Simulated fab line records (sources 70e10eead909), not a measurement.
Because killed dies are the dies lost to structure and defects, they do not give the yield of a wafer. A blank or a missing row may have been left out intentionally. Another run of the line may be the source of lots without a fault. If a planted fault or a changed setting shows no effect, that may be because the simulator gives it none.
Which tool was responsible?	flow nand_harc	Sampling: 22 lots, 66 wafers, 6 of 1302 route steps

== WHAT THE GAUGES SHOWED, per wafer ==
Not one reading of a measure or inspect step in the record can be checked against a usual standard deviation.

== EACH LOT AND THE TOOL THAT RAN IT (in order: tool; ch and the chambers of the sampled wafers; start) ==
lot	NHARC_A_STAIRCASE_ETCH_221	NHARC_A_STAIRCASE_TRIM_222	NHARC_A_STAIRCASE_ETCH_225	NHARC_A_STAIRCASE_STRIP_254	NHARC_A_STAIRCASE_ETCH_313	NHARC_A_STAIRCASE_ETCH_453
L075	rie_diel-13 ch 1,3, day 16 02:47 or earlier	rie_diel-13 ch 0,2,3, day 16 02:47 or earlier	rie_diel-13 ch 0,2,3, day 16 02:47 or earlier	plasma_asher-01 ch 0, day 16 02:47	rie_diel-04 ch 0,1, day 17 05:07	rie_diel-04 ch 0,1,3, no start
L077	rie_diel-04 ch 0,2,3, day 17 17:17 or earlier	rie_diel-04 ch 1,2, day 17 17:17 or earlier	rie_diel-04 ch 1,2,3, day 17 17:17 or earlier	plasma_asher-01 ch 0,1, day 17 17:17	rie_diel-13 ch 0,3, day 18 13:25	rie_diel-13 ch 1,3, no start
L078	rie_diel-13 ch 2,3, day 18 02:07 or earlier	rie_diel-13 ch 1,2, day 18 02:07 or earlier	rie_diel-13 ch 0,2,3, day 18 02:07 or earlier	plasma_asher-02 ch 0,1, day 18 02:07	rie_diel-02 ch 0,1,3, day 18 16:54	rie_diel-02 ch 1,3, no start
L079	rie_diel-02 ch 0,3, day 18 16:01 or earlier	rie_diel-02 ch 1,3, day 18 16:01 or earlier	rie_diel-02 ch 1,3, day 18 16:01 or earlier	plasma_asher-01 ch 0,1, day 18 16:01	rie_diel-04 ch 0,1, day 19 09:42	rie_diel-04 ch 0,1, no start
L080	rie_diel-13 ch 0,1,3, day 18 16:16 or earlier	rie_diel-13 ch 0,1,3, day 18 16:16 or earlier	rie_diel-13 ch 0,1,3, day 18 16:16 or earlier	plasma_asher-02 ch 0,1, day 18 16:16	rie_diel-13 ch 0,3, day 19 13:03	rie_diel-13 ch 0,2,3, no start
L082	rie_diel-04 ch 0,1,3, day 19 14:33 or earlier	rie_diel-04 ch 1,3, day 19 14:33 or earlier	rie_diel-04 ch 0,1,3, day 19 14:33 or earlier	plasma_asher-02 ch 0,1, day 19 14:33	rie_diel-02 ch 1,2,3, day 20 07:01	rie_diel-02 ch 2,3, no start
L081	rie_diel-04 ch 0,1, day 19 22:10 or earlier	rie_diel-04 ch 0,1, day 19 22:10 or earlier	rie_diel-04 ch 0,1,3, day 19 22:10 or earlier	plasma_asher-01 ch 0, day 19 22:10	rie_diel-13 ch 0,1,2, day 20 15:59	rie_diel-13 ch 0,1,2, no start
L083	rie_diel-02 ch 1,2,3, day 20 05:06 or earlier	rie_diel-02 ch 0,1,2, day 20 05:06 or earlier	rie_diel-02 ch 1,3, day 20 05:06 or earlier	plasma_asher-01 ch 0,1, day 20 05:06	rie_diel-04 ch 0,2, day 20 19:47	rie_diel-04 ch 2,3, no start
L084	rie_diel-04 ch 1,3, day 20 19:53 or earlier	rie_diel-04 ch 0,1, day 20 19:53 or earlier	rie_diel-04 ch 0,1,3, day 20 19:53 or earlier	plasma_asher-02 ch 0,1, day 20 19:53	rie_diel-13 ch 0,2,3, day 21 13:50	rie_diel-13 ch 0,1, no start
L085	rie_diel-13 ch 1,2, day 21 00:49 or earlier	rie_diel-13 ch 0,1,2, day 21 00:49 or earlier	rie_diel-13 ch 0,1, day 21 00:49 or earlier	plasma_asher-02 ch 0, day 21 00:49	rie_diel-04 ch 0,1, day 21 21:01	rie_diel-04 ch 1,2,3, no start
L086	rie_diel-13 ch 1,2, day 21 05:28 or earlier	rie_diel-13 ch 0,1,2, day 21 05:28 or earlier	rie_diel-13 ch 2,3, day 21 05:28 or earlier	plasma_asher-01 ch 0,1, day 21 05:28	rie_diel-02 ch 1,2, day 22 02:56	rie_diel-02 ch 0,1, no start
L087	rie_diel-04 ch 1,2,3, day 21 05:56 or earlier	rie_diel-04 ch 1,2,3, day 21 05:56 or earlier	rie_diel-04 ch 0,1,2, day 21 05:56 or earlier	plasma_asher-01 ch 0,1, day 21 05:56	rie_diel-02 ch 0,2,3, day 22 05:32	rie_diel-02 ch 0,2,3, no start
L089	rie_diel-13 ch 1,3, day 22 05:34 or earlier	rie_diel-13 ch 0,1,2, day 22 05:34 or earlier	rie_diel-13 ch 1,2,3, day 22 05:34 or earlier	plasma_asher-01 ch 0,1, day 22 05:34	rie_diel-04 ch 2,3, day 22 20:47	rie_diel-04 ch 0,1, no start
L088	rie_diel-13 ch 0,1,3, day 22 08:53 or earlier	rie_diel-13 ch 1,2,3, day 22 08:53 or earlier	rie_diel-13 ch 0,1,3, day 22 08:53 or earlier	plasma_asher-02 ch 0,1, day 22 08:53	rie_diel-02 ch 0,1,3, day 23 01:25	rie_diel-02 ch 0,2,3, no start
L091	rie_diel-04 ch 1,3, day 23 03:19 or earlier	rie_diel-04 ch 0,2,3, day 23 03:19 or earlier	rie_diel-04 ch 1,3, day 23 03:19 or earlier	plasma_asher-02 ch 0,1, day 23 03:19	rie_diel-02 ch 0,2, day 23 19:32	rie_diel-02 ch 0,3, no start
L090	rie_diel-13 ch 0,2,3, day 23 10:29 or earlier	rie_diel-13 ch 0,1, day 23 10:29 or earlier	rie_diel-13 ch 1,3, day 23 10:29 or earlier	plasma_asher-02 ch 0,1, day 23 10:29	rie_diel-04 ch 0,3, day 24 05:45	rie_diel-04 ch 1,2,3, no start
L092	rie_diel-02 ch 1,2,3, day 23 09:39 or earlier	rie_diel-02 ch 1,2,3, day 23 09:39 or earlier	rie_diel-02 ch 0,1,2, day 23 09:39 or earlier	plasma_asher-01 ch 0,1, day 23 09:39	rie_diel-13 ch 1,2,3, day 24 03:34	rie_diel-13 ch 0,1,2, no start
L093	rie_diel-04 ch 0,1,3, day 23 21:14 or earlier	rie_diel-04 ch 1,3, day 23 21:14 or earlier	rie_diel-04 ch 1,2,3, day 23 21:14 or earlier	plasma_asher-01 ch 0,1, day 23 21:14	rie_diel-04 ch 0,3, day 24 13:49	rie_diel-04 ch 0,2,3, no start
L094	rie_diel-13 ch 0,1, day 24 16:21 or earlier	rie_diel-13 ch 1,2, day 24 16:21 or earlier	rie_diel-13 ch 0,1,2, day 24 16:21 or earlier	plasma_asher-01 ch 0,1, day 24 16:21	rie_diel-02 ch 0,1,3, day 25 10:43	rie_diel-02 ch 0,1,2, no start
L096	rie_diel-04 ch 0,1,2, day 25 09:45 or earlier	rie_diel-04 ch 0,1,3, day 25 09:45 or earlier	rie_diel-04 ch 1,2,3, day 25 09:45 or earlier	plasma_asher-02 ch 1, day 25 09:45	rie_diel-02 ch 0,1,2, day 26 01:56	rie_diel-02 ch 0,1,2, no start
L095	rie_diel-04 ch 0,1, day 25 10:59 or earlier	rie_diel-04 ch 1,2,3, day 25 10:59 or earlier	rie_diel-04 ch 0,1,2, day 25 10:59 or earlier	plasma_asher-02 ch 0,1, day 25 10:59	rie_diel-13 ch 0,2, day 26 02:19	rie_diel-13 ch 1,2, no start
L097	rie_diel-04 ch 0,1, day 25 14:02 or earlier	rie_diel-04 ch 0,1, day 25 14:02 or earlier	rie_diel-04 ch 0,1,3, day 25 14:02 or earlier	plasma_asher-01 ch 0,1, day 25 14:02	rie_diel-04 ch 0,2,3, day 26 13:17	rie_diel-04 ch 0,3, no start
- NHARC_A_STAIRCASE_ETCH_221: etches the open film in C4F8/O2, target depth 100 nm, time 40.5 s.
- NHARC_A_STAIRCASE_TRIM_222: chemistry O2, time 211.2 s.
- NHARC_A_STAIRCASE_ETCH_225: etches the open film in C4F8/O2, target depth 100 nm, time 40.5 s.
- NHARC_A_STAIRCASE_STRIP_254: strips in O2.
- NHARC_A_STAIRCASE_ETCH_313: etches the open film in CF4/CHF3.
- NHARC_A_STAIRCASE_ETCH_453: etches the open film in CF4/O2, target depth 30 nm, overetch 3 nm, time 16.5 s.

== AS READ BY THE TOOLS THEMSELVES (means over the sampled wafers that have a number; for cases with no such wafer, the mark the record gives instead) ==
NHARC_A_STAIRCASE_ETCH_221.
lot	tool	oes_product_au (a.u.)	rf_vpp_V (V)
L075	rie_diel-13	0.930	902
L077	rie_diel-04	0.949	899
L078	rie_diel-13	0.944	894
L079	rie_diel-02	0.947	902
L080	rie_diel-13	0.931	899
L082	rie_diel-04	0.942	899
L081	rie_diel-04	0.959	899
L083	rie_diel-02	0.938	896
L084	rie_diel-04	0.930	900
L085	rie_diel-13	0.928	900
L086	rie_diel-13	0.925	899
L087	rie_diel-04	0.955	899
L089	rie_diel-13	0.937	898
L088	rie_diel-13	0.924	897
L091	rie_diel-04	0.947	900
L090	rie_diel-13	0.950	893
L092	rie_diel-02	0.934	895
L093	rie_diel-04	0.967	898
L094	rie_diel-13	0.948	900
L096	rie_diel-04	0.981	898
L095	rie_diel-04	0.980	898
L097	rie_diel-04	0.972	899

NHARC_A_STAIRCASE_TRIM_222.
lot	tool	drypump_motor_current_A (A)	mfc_ar_sccm (sccm)	oes_product_au (a.u.)	rf_vpp_V (V)	showerhead_plenum_p_Torr (Torr)	throttle_valve_pct (%)
L075	rie_diel-13	5.4	0.017	0.993	57.8	3.48	17.031
L077	rie_diel-04	5.6	0.017	1.002	58.2	3.62	17.040
L078	rie_diel-13	5.4	0.021	0.998	58.6	3.50	17.037
L079	rie_diel-02	6.6	0.017	0.996	57.1	3.39	17.031
L080	rie_diel-13	5.9	0.022	0.988	57.7	3.60	17.034
L082	rie_diel-04	5.8	0.017	1.003	57.6	3.64	17.040
L081	rie_diel-04	5.9	0.017	1.013	58.3	3.62	17.025
L083	rie_diel-02	6.4	0.004	1.000	58.4	3.60	17.037
L084	rie_diel-04	5.9	0.017	0.999	57.6	3.62	17.032
L085	rie_diel-13	5.6	0.023	0.991	57.7	3.54	17.036
L086	rie_diel-13	5.6	0.023	1.003	58.2	3.54	17.040
L087	rie_diel-04	5.5	0.022	1.010	57.8	3.61	17.038
L089	rie_diel-13	5.6	0.023	1.007	58.0	3.53	17.036
L088	rie_diel-13	5.8	0.020	0.998	57.1	3.53	17.044
L091	rie_diel-04	5.5	0.027	1.014	58.2	3.59	17.038
L090	rie_diel-13	6.1	0.028	1.004	59.0	3.66	17.028
L092	rie_diel-02	6.4	0.013	1.004	57.3	3.50	17.039
L093	rie_diel-04	5.7	0.022	1.004	58.6	3.63	17.038
L094	rie_diel-13	6.0	0.026	1.003	57.2	3.61	17.038
L096	rie_diel-04	5.8	0.022	1.011	58.0	3.61	17.029
L095	rie_diel-04	5.5	0.022	1.017	58.5	3.58	17.034
L097	rie_diel-04	5.9	0.017	1.021	57.5	3.59	17.035

NHARC_A_STAIRCASE_ETCH_225.
lot	tool	oes_product_au (a.u.)	rf_vpp_V (V)
L075	rie_diel-13	0.942	894
L077	rie_diel-04	0.952	900
L078	rie_diel-13	0.951	894
L079	rie_diel-02	0.942	890
L080	rie_diel-13	0.939	898
L082	rie_diel-04	0.943	900
L081	rie_diel-04	0.957	900
L083	rie_diel-02	0.952	893
L084	rie_diel-04	0.940	899
L085	rie_diel-13	0.938	899
L086	rie_diel-13	0.943	894
L087	rie_diel-04	0.951	898
L089	rie_diel-13	0.947	896
L088	rie_diel-13	0.943	897
L091	rie_diel-04	0.957	900
L090	rie_diel-13	0.945	901
L092	rie_diel-02	0.951	898
L093	rie_diel-04	0.951	899
L094	rie_diel-13	0.954	896
L096	rie_diel-04	0.959	898
L095	rie_diel-04	0.955	896
L097	rie_diel-04	0.965	899

NHARC_A_STAIRCASE_STRIP_254.
lot	tool	drypump_motor_current_A (A)	heater_power_w (W)
L075	plasma_asher-01	5.6	277
L077	plasma_asher-01	5.9	291
L078	plasma_asher-02	5.5	335
L079	plasma_asher-01	5.9	288
L080	plasma_asher-02	5.8	344
L082	plasma_asher-02	5.8	360
L081	plasma_asher-01	5.6	276
L083	plasma_asher-01	6.2	304
L084	plasma_asher-02	5.8	365
L085	plasma_asher-02	6.1	371
L086	plasma_asher-01	5.9	289
L087	plasma_asher-01	6.2	304
L089	plasma_asher-01	5.9	288
L088	plasma_asher-02	5.5	354
L091	plasma_asher-02	5.5	351
L090	plasma_asher-02	5.5	353
L092	plasma_asher-01	6.2	304
L093	plasma_asher-01	6.2	303
L094	plasma_asher-01	5.9	283
L096	plasma_asher-02	5.2	348
L095	plasma_asher-02	5.5	354
L097	plasma_asher-01	6.2	303

NHARC_A_STAIRCASE_ETCH_313.
lot	tool	drypump_motor_current_A (A)	mfc_ar_sccm (sccm)	oes_product_au (a.u.)	rf_vpp_V (V)	showerhead_plenum_p_Torr (Torr)	throttle_valve_pct (%)
L075	rie_diel-04	5.9	0.017	0.930	371.4	1.63	16.796
L077	rie_diel-13	5.8	0.016	0.911	370.6	1.57	16.808
L078	rie_diel-02	6.7	0.013	0.964	370.8	1.58	16.802
L079	rie_diel-04	5.9	0.017	0.929	372.3	1.62	16.808
L080	rie_diel-13	5.5	0.020	0.917	370.2	1.57	16.802
L082	rie_diel-02	6.4	0.013	0.915	370.9	1.57	16.817
L081	rie_diel-13	5.6	0.023	0.930	369.9	1.58	16.803
L083	rie_diel-04	5.3	0.028	0.950	371.1	1.59	16.804
L084	rie_diel-13	5.4	0.017	0.925	370.2	1.54	16.811
L085	rie_diel-04	5.9	0.022	0.940	372.1	1.61	16.810
L086	rie_diel-02	6.4	0.009	0.926	369.1	1.54	16.798
L087	rie_diel-02	6.4	0.009	0.922	372.6	1.63	16.799
L089	rie_diel-04	5.4	0.027	0.992	371.9	1.61	16.811
L088	rie_diel-02	6.6	0.013	0.928	370.1	1.57	16.797
L091	rie_diel-02	6.5	0.000	0.969	373.8	1.66	16.802
L090	rie_diel-04	5.7	0.027	0.942	371.7	1.61	16.796
L092	rie_diel-13	5.8	0.020	0.924	370.8	1.57	16.805
L093	rie_diel-04	5.8	0.027	0.949	372.6	1.61	16.802
L094	rie_diel-02	6.7	0.013	0.971	370.5	1.56	16.798
L096	rie_diel-02	6.4	0.004	0.960	371.3	1.60	16.809
L095	rie_diel-13	5.0	0.018	0.925	369.2	1.51	16.796
L097	rie_diel-04	5.5	0.027	0.933	370.9	1.59	16.804

NHARC_A_STAIRCASE_ETCH_453.
lot	tool	drypump_motor_current_A (A)	mfc_ar_sccm (sccm)	oes_o_777_au (a.u.)	oes_product_au (a.u.)	rf_vpp_V (V)	showerhead_plenum_p_Torr (Torr)	throttle_valve_pct (%)
L075	rie_diel-04	5.8	0.022	1.001	1.006	199.4	1.38	13.396
L077	rie_diel-13	6.3	0.025	0.999	0.998	198.8	1.40	13.387
L078	rie_diel-02	6.7	0.022	1.000	1.006	197.8	1.31	13.399
L079	rie_diel-04	5.9	0.022	1.002	1.016	198.6	1.37	13.393
L080	rie_diel-13	5.4	0.017	0.999	0.998	197.2	1.31	13.397
L082	rie_diel-02	6.2	0.009	0.998	1.002	198.7	1.38	13.397
L081	rie_diel-13	5.5	0.023	1.001	0.993	197.2	1.34	13.393
L083	rie_diel-04	5.4	0.027	1.003	1.000	198.3	1.37	13.401
L084	rie_diel-13	6.1	0.028	1.000	1.000	198.2	1.39	13.394
L085	rie_diel-04	5.5	0.022	1.003	1.011	198.5	1.36	13.396
L086	rie_diel-02	6.6	0.009	0.998	1.003	196.9	1.31	13.396
L087	rie_diel-02	6.4	0.009	1.001	1.008	199.0	1.38	13.399
L089	rie_diel-04	5.9	0.017	1.004	0.995	198.5	1.37	13.397
L088	rie_diel-02	6.5	0.009	0.996	1.004	198.8	1.38	13.396
L091	rie_diel-02	6.7	0.017	1.000	1.017	198.7	1.35	13.393
L090	rie_diel-04	5.5	0.022	0.997	1.014	197.9	1.36	13.399
L092	rie_diel-13	5.6	0.023	0.999	0.997	196.7	1.33	13.392
L093	rie_diel-04	5.5	0.027	0.997	1.017	197.6	1.36	13.389
L094	rie_diel-02	6.4	0.004	0.998	1.001	198.8	1.36	13.402
L096	rie_diel-02	6.4	0.004	0.996	1.010	198.6	1.35	13.391
L095	rie_diel-13	5.4	0.021	0.998	0.997	197.2	1.31	13.398
L097	rie_diel-04	5.8	0.027	0.998	1.019	198.7	1.36	13.398

== THE ANSWER, worked out from the rows above alone ==
Rule: the usual values come from the lots themselves. The widest of any qualifying gaps counts: lots, ordered by their means at a reading, are off when they make up no more than a third of the lots, leave a main group of 4 or more, and stand apart from it by 3 or more times the standard deviation of that group's means. The tables above print the reading to a certain number of digits; a main group whose means all agree to those digits is not used. Also off: a lot with no number at a reading for which 4 or more lots have one. Any other lot the step has rows for is counted as sound. Order of review: gauges by route order, followed by the tools' own readings, for which a lot's mean as printed above is used. At the first step where some lot is off, the reading lying furthest off is the one used; lots without a number count as furthest.
No lot is off at any reading shown: from this, nothing can be told.

== WHAT WAS PUT IN BY THE SIMULATOR ==
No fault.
